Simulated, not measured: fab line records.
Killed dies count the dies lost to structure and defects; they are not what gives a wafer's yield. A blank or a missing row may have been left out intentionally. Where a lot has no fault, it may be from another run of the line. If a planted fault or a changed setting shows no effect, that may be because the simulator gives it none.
fab line records	flow n5-finfet
record: lots: 7	wafers: 18	last-day: 18
route steps=1938 shown BEOL_M0@729 BEOL_M4@1111
lots that met no fault: from a run of the same line without faults
start-h: start of the lot's first displayed wafer, in hours after the record's first day	wait-h: how many hours have passed since the lot's step before this one	" same as the row above	L1.1+2: several wafers, shown together as one row	- value missing, or start not given	* or withheld: withheld	< > ~ a bound
route shown NAME@n: a module of which the file shows steps, and the number in the route of the first	usual: mean/standard deviation taken from wafers without a fault	same: alike in all rows	chamber/n: place in a boat	sites: each site's reading	_std_site: the standard deviation of these	_edge_site: mean of outer sites minus mean of inner sites	radius-mm: how far each site lies from the wafer's centre	mask NAME#n: copy n	behind: the most recent tool/chamber to have shaped the wafer	hold: the reason the lot was held/the length of the hold in hours/how it ended	device: the n, p or np transistor that did not switch	end of line: the route-end tests of the same wafers	a step without rows: its recipe alone	killed: count of dies lost to structure and defects at first sort (not the wafer's yield)	map: a wafer's dies, marking killed ones x, the rest . and places with no die _
set.NAME: setting as actually run; set.NAME@STEP: the setting as run at that earlier step	model.NAME: the simulator's own value behind a step, which no gauge read
lots at selected steps of the route; one table per step, one row per wafer
services: a tool's chamber out of use, with start hour (start-h, from the record's first day; less than 0 if before it), hours out, and reason
== steps ==
step: N5_BEOL_M0_DEGAS_112
recipe: ambient: vacuum	temp-c: 250	time-s: 60
step: N5_BEOL_M0_PRE_CLEAN_113
recipe: gas: H2/He	time-s: 30	temp-c: 250
step: N5_BEOL_M0_ALD_136
recipe: material: TaN	target-thk-a: *	temp-c: 275	ald-precursor-family: PDMAT	ald-co-reactant: NH3	pressure-torr: 3	carrier-flow-sccm: 1500	pulse-time-s: 2	purge-time-s: 3	co-reactant-purge-time-s: 2	co-reactant-pulse-time-s: 3	ald-cycles: 30	precursor-vessel-temp-c: 75	precursor-vessel-pressure-torr: 26.25	precursor-vessel-carrier-sccm: 1000
step: N5_BEOL_M0_SURFACE_TREAT_137
recipe: gas: Ar	time-s: *	ion-energy-ev: *	ion-current-ma-cm2: 0.5	pressure-mtorr: *	ar-flow-sccm: 30
step: N5_BEOL_M0_CVD_115
recipe: material: Co	target-thk-a: *	temp-c: withheld	precursor: CCTBA/H2	pressure-torr: 30	time-s: 120
step: N5_BEOL_M0_SPUTTER_116
recipe: material: Cu	target-thk-a: 40	temp-c: -20	chamber-pressure-pa: 0.07	power-w: withheld	time-s: 7.37
step: N5_BEOL_M0_ANNEAL_117
recipe: temp-c: 400	time-s: 60	ambient: vacuum
usual: heater-power-w: 834/84
lot.wafer	tool	chamber	start-h	wait-h	heater-power-w
L930.2	pvd-sputter-02	-	119.77	0.0	752
L930.3	"	-	"	"	790
L930.6	"	-	"	"	815
L934.1	pvd-sputter-03	-	139.14	0.0	978
L934.5	"	-	"	"	729
L934.6	"	-	"	"	832
L941.1	pvd-sputter-01	-	188.58	0.0	828
L941.5	"	-	"	"	742
L941.6	"	-	"	"	818
L942.2	pvd-sputter-03	-	192.97	0.0	977
L942.4	"	-	"	"	738
L945.4	pvd-sputter-01	-	208.15	0.0	807
L945.6	"	-	"	"	808
L946.1	pvd-sputter-01	-	212.98	0.0	820
L946.6	"	-	"	"	838
L953.1	pvd-sputter-01	-	255.64	0.0	839
L953.4	"	-	"	"	833
L953.6	"	-	"	"	744
step: N5_BEOL_M0_SPUTTER_132
recipe: material: Cu	target-thk-a: 40	temp-c: -20	chamber-pressure-pa: 0.07	power-w: withheld	time-s: 7.37
usual: chuck-gas-flow-sccm: 1.26/0.053	throttle-valve-pct: 29.6/1.2
lot.wafer	tool	chamber	start-h	wait-h	chuck-gas-flow-sccm	throttle-valve-pct
L930.2	pvd-sputter-02	-	119.81	0.0	1.33	30.0
L930.3	"	-	"	"	1.17	31.1
L930.6	"	-	"	"	1.27	30.9
L934.1	pvd-sputter-03	-	139.18	0.0	1.22	30.4
L934.5	"	-	"	"	1.28	29.3
L934.6	"	-	"	"	1.23	28.7
L941.1	pvd-sputter-01	-	188.62	0.0	1.25	29.2
L941.5	"	-	"	"	1.28	30.8
L941.6	"	-	"	"	1.32	27.5
L942.2	pvd-sputter-03	-	193.01	0.0	1.26	31.0
L942.4	"	-	"	"	1.29	29.2
L945.4	pvd-sputter-01	-	208.19	0.0	1.29	27.9
L945.6	"	-	"	"	1.21	27.8
L946.1	pvd-sputter-01	-	213.02	0.0	1.28	27.8
L946.6	"	-	"	"	1.31	29.3
L953.1	pvd-sputter-01	-	255.68	0.0	1.15	29.5
L953.4	"	-	"	"	1.21	27.7
L953.6	"	-	"	"	1.22	30.8
step: N5_BEOL_M0_ANNEAL_133
recipe: temp-c: 400	time-s: 60	ambient: vacuum
step: N5_BEOL_M0_SPUTTER_134
recipe: material: Cu	target-thk-a: 40	temp-c: -20	chamber-pressure-pa: 0.07	power-w: withheld	time-s: 7.37
usual: chuck-gas-flow-sccm: 1.26/0.05	throttle-valve-pct: 29.6/1.2
lot.wafer	tool	chamber	start-h	wait-h	chuck-gas-flow-sccm	throttle-valve-pct
L930.2	pvd-sputter-02	-	119.93	0.0	1.26	29.7
L930.3	"	-	"	"	1.24	31.2
L930.6	"	-	"	"	1.27	31.1
L934.1	pvd-sputter-03	-	139.30	0.0	1.22	30.5
L934.5	"	-	"	"	1.27	29.1
L934.6	"	-	"	"	1.25	28.9
L941.1	pvd-sputter-01	-	188.74	0.0	1.29	29.3
L941.5	"	-	"	"	1.22	31.2
L941.6	"	-	"	"	1.35	27.7
L942.2	pvd-sputter-03	-	193.13	0.0	1.27	31.2
L942.4	"	-	"	"	1.26	29.5
L945.4	pvd-sputter-01	-	208.31	0.0	1.32	27.7
L945.6	"	-	"	"	1.33	27.8
L946.1	pvd-sputter-01	-	213.14	0.0	1.30	27.9
L946.6	"	-	"	"	1.35	29.2
L953.1	pvd-sputter-01	-	255.80	0.0	1.19	29.7
L953.4	"	-	"	"	1.31	27.9
L953.6	"	-	"	"	1.21	30.8
step: N5_BEOL_M0_ANNEAL_135
recipe: temp-c: 400	time-s: 60	ambient: vacuum
usual: heater-power-w: 834/84
lot.wafer	tool	chamber	start-h	wait-h	heater-power-w
L930.2	pvd-sputter-02	-	120.01	0.0	759
L930.3	"	-	"	"	821
L930.6	"	-	"	"	845
L934.1	pvd-sputter-03	-	139.38	0.0	990
L934.5	"	-	"	"	720
L934.6	"	-	"	"	848
L941.1	pvd-sputter-01	-	188.82	0.0	824
L941.5	"	-	"	"	735
L941.6	"	-	"	"	811
L942.2	pvd-sputter-03	-	193.21	0.0	978
L942.4	"	-	"	"	722
L945.4	pvd-sputter-01	-	208.39	0.0	809
L945.6	"	-	"	"	795
L946.1	pvd-sputter-01	-	213.22	0.0	795
L946.6	"	-	"	"	806
L953.1	pvd-sputter-01	-	255.88	0.0	865
L953.4	"	-	"	"	802
L953.6	"	-	"	"	722
step: N5_BEOL_M0_SPUTTER_141
recipe: material: Cu	target-thk-a: 40	temp-c: -20	chamber-pressure-pa: 0.07	power-w: withheld	time-s: 7.37
usual: chuck-gas-flow-sccm: 1.26/0.051	throttle-valve-pct: 29.6/1.2
lot.wafer	tool	chamber	start-h	wait-h	chuck-gas-flow-sccm	throttle-valve-pct
L930.2	pvd-sputter-02	-	120.05	0.0	1.31	30.0
L930.3	"	-	"	"	1.31	31.2
L930.6	"	-	"	"	1.28	31.1
L934.1	pvd-sputter-03	-	139.42	0.0	1.28	30.6
L934.5	"	-	"	"	1.38	29.2
L934.6	"	-	"	"	1.26	28.6
L941.1	pvd-sputter-01	-	188.86	0.0	1.30	29.2
L941.5	"	-	"	"	1.22	31.0
L941.6	"	-	"	"	1.26	27.8
L942.2	pvd-sputter-03	-	193.25	0.0	1.27	31.1
L942.4	"	-	"	"	1.28	28.9
L945.4	pvd-sputter-01	-	208.43	0.0	1.31	27.6
L945.6	"	-	"	"	1.23	27.8
L946.1	pvd-sputter-01	-	213.26	0.0	1.29	27.9
L946.6	"	-	"	"	1.27	29.4
L953.1	pvd-sputter-01	-	255.92	0.0	1.24	29.6
L953.4	"	-	"	"	1.26	28.0
L953.6	"	-	"	"	1.27	30.8
step: N5_BEOL_M0_ECD_118
recipe: material: Cu	target-thk-a: 3000
lot.wafer	tool	chamber	start-h	wait-h	model.Cu_of_BEOL_M0_ECD_118.thk-nm
L930.2	ecd-cu-02	1	120.17	0.1	299.2
L930.3	"	0	"	"	303.4
L930.6	"	0	"	"	302
L934.1	ecd-cu-01	1	139.53	0.1	300.8
L934.5	"	1	"	"	303
L934.6	"	0	"	"	300.4
L941.1	ecd-cu-01	1	188.98	0.1	303
L941.5	"	0	"	"	302.8
L941.6	"	1	"	"	300.4
L942.2	ecd-cu-01	1	193.37	0.1	585.2
L942.4	"	0	"	"	304.4
L945.4	ecd-cu-01	0	208.56	0.1	301
L945.6	"	0	"	"	593.6
L946.1	ecd-cu-01	1	213.38	0.1	295.8
L946.6	"	1	"	"	583.2
L953.1	ecd-cu-02	1	256.03	0.1	300
L953.4	"	0	"	"	294.4
L953.6	"	1	"	"	299.6
step: N5_BEOL_M0_ANNEAL_119
recipe: temp-c: 225	time-s: 90	ambient: N2
step: N5_BEOL_M0_CMP_120
recipe: stop-on: SiOC	t-overpolish-s: 6.9	down-force-psi: 1	platen-rpm: 50	clearing-platen-down-force-psi: 1.5	clearing-platen-rpm: 50	post-cmp-clean: cu-alkaline	clearing-platen-pad-velocity-m-s: 0.99484	pad-velocity-m-s: 0.99484
usual: head-pressure-psi: 1.0002/0.002	motor-current-A: 6.0/0.67	pad-life-wafers: 1192/630	retaining-ring-pressure-frac: 1.000/0.0049	slurry-flow-ml-min: 150.0/0.46	time-to-endpoint-s: 61.7/2.8
lot.wafer	tool	chamber	start-h	wait-h	head-pressure-psi	motor-current-A	pad-life-wafers	retaining-ring-pressure-frac	slurry-flow-ml-min	time-to-endpoint-s
L930.3	cmp-02	1	120.62	0.2	0.9991	6.2	1046	1.001	149.8	63.5
L930.2	"	2	"	"	0.9993	7.2	1047	1.005	149.9	60.8
L930.6	"	0	"	"	1.0034	5.7	-	0.998	149.9	60.6
L934.1	cmp-01	2	140.25	0.6	0.9992	5.8	1500	1.000	150.3	61.5
L934.5	"	2	"	"	1.0019	5.8	-	1.004	150.3	60.0
L934.6	"	3	"	"	1.0018	6.5	-	1.002	149.9	64.0
L941.1	cmp-02	1	189.41	0.3	1.0020	6.4	1549	1.005	150.2	64.6
L941.6	"	0	"	"	1.0012	6.0	-	0.994	150.4	60.1
L941.5	"	1	"	"	1.0000	6.3	-	1.005	149.6	63.6
L942.2	cmp-03	1	193.78	0.2	1.0019	6.6	385	1.003	150.2	119.3
L942.4	"	3	"	"	1.0016	6.2	387	1.005	149.8	62.3
L945.4	cmp-01	0	208.92	0.1	1.0032	4.9	54	0.998	150.9	65.7
L945.6	"	1	"	"	0.9983	4.9	-	0.997	150.0	121.6
L946.1	cmp-02	3	213.79	0.3	1.0020	6.1	1771	1.010	149.5	64.8
L946.6	"	3	"	"	0.9998	6.3	-	0.994	149.7	122.2
L953.4	cmp-03	3	256.58	0.3	1.0000	6.2	854	1.001	149.8	60.7
L953.1	"	0	"	"	0.9998	6.1	855	0.999	150.0	63.1
L953.6	"	2	"	"	0.9987	6.1	-	1.011	150.1	57.5
step: N5_BEOL_M4_RC_MEAS_101
usual: DIBL_N: 36.5/1.4	DIBL_P: 36.9/1.7	IOFF_N: 0.163/0.023	IOFF_P: 0.22/0.032	ION_N: 673/9	ION_P: 462/7.5	SS_N: 71.6/0.54	SS_P: 73.4/0.62	VT_N: 249.8/2.8	VT_P: -250/3.5
lot.wafer	tool	chamber	start-h	wait-h	DIBL_N[mV/V]	DIBL_P[mV/V]	IOFF_N[nA/um]	IOFF_P[nA/um]	ION_N[uA/um]	ION_P[uA/um]	SS_N[mV/dec]	SS_P[mV/dec]	VT_N[mV]	VT_P[mV]
L930.2	prober-02	0	164.97	0.2	35.9	35.1	0.156	0.18	663	451	71.7	72.9	250.4	-252
L930.3	"	0	"	"	37.0	37.3	0.178	0.21	675	459	71.8	73.5	250.0	-251
L930.6	"	0	"	"	34.3	34.1	0.133	0.17	666	458	71.4	72.7	249.7	-252
L934.1	prober-01	0	188.00	0.0	36.7	35.4	0.156	0.24	675	472	72.0	73.0	249.7	-245
L934.5	"	0	"	"	35.1	34.0	0.132	0.23	671	469	71.3	72.5	254.2	-244
L934.6	"	0	"	"	37.3	36.6	0.178	0.28	685	480	71.7	73.7	246.4	-240
L942.2	prober-02	0	245.77	0.2	35.2	34.9	0.137	0.19	676	460	70.7	72.8	252.8	-253
L942.4	"	0	"	"	36.9	37.8	0.178	0.24	680	467	71.6	73.4	248.0	-251
L941.1	prober-02	0	246.76	0.0	37.3	38.7	0.190	0.22	684	462	72.1	73.4	245.6	-252
L941.5	"	0	"	"	38.1	39.3	0.207	0.24	676	450	72.2	74.1	245.3	-251
L941.6	"	0	"	"	37.2	38.3	0.183	0.21	676	451	72.1	73.3	247.5	-253
L945.4	prober-01	0	251.01	0.5	36.0	36.3	0.151	0.20	684	466	71.3	73.4	250.4	-251
L945.6	"	0	"	"	37.4	38.5	0.187	0.25	678	468	71.8	74.0	247.0	-248
L946.1	prober-02	0	272.75	0.0	37.6	38.5	0.189	0.23	686	463	72.4	73.5	245.7	-251
L946.6	"	0	"	"	38.1	37.6	0.191	0.23	664	456	72.3	73.9	246.6	-250
L953.1	prober-02	0	303.67	0.0	36.8	35.8	0.174	0.24	670	468	71.3	73.7	247.3	-249
L953.4	"	0	"	"	36.5	34.9	0.172	0.23	662	455	72.4	73.5	248.9	-249
L953.6	"	0	"	"	35.4	34.1	0.147	0.22	671	462	71.2	72.8	249.3	-249
== services ==
tool	chamber	start-h	hours	kind
pvd-sputter-03	-	102.19	3.2	repair
cmp-01	-	107.33	3.7	repair
cmp-02	-	126.50	6.1	repair
cmp-03	-	126.99	4.0	pm
cmp-03	-	130.99	-	consumable-replace:conditioner
cmp-03	-	130.99	-	consumable-replace:pad
cmp-03	-	132.59	14.3	pm
ecd-cu-02	-	136.93	1.0	repair
cmp-02	-	147.75	2.2	repair
cmp-03	-	162.10	0.6	repair
cmp-01	-	199.18	4.0	pm
cmp-01	-	203.18	-	consumable-replace:conditioner
cmp-01	-	203.18	-	consumable-replace:pad
ecd-cu-02	-	206.69	0.8	repair
cmp-03	-	207.95	6.7	pm
cmp-02	-	238.10	4.6	pm
cmp-02	-	252.18	7.7	pm
cmp-03	-	253.17	1.7	repair
== key ==
first-sign: step: N5_BEOL_M0_CMP_120	reading: time-to-endpoint-s	direction: up	sigmas: 21	usual: *	struck: *
effect none on later readings
model-effect: step: N5_BEOL_M0_ECD_118	value: Cu_of_BEOL_M0_ECD_118.thk-nm	without: 300	struck: 587.3
met-at N5_BEOL_M0_ECD_118
struck-wafers L942.2,L945.6,L946.6
onset-between 188.98 193.37
fault: kind: process-parameter-drift	tool: ecd-cu-01	chamber: -	onset-h: 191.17	steps: N5_BEOL_M0_ECD_118	channel: target-thk-a	offset: *	shape: step	end-h: 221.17	scope: struck-wafers-only	acts-in: *	stated: *
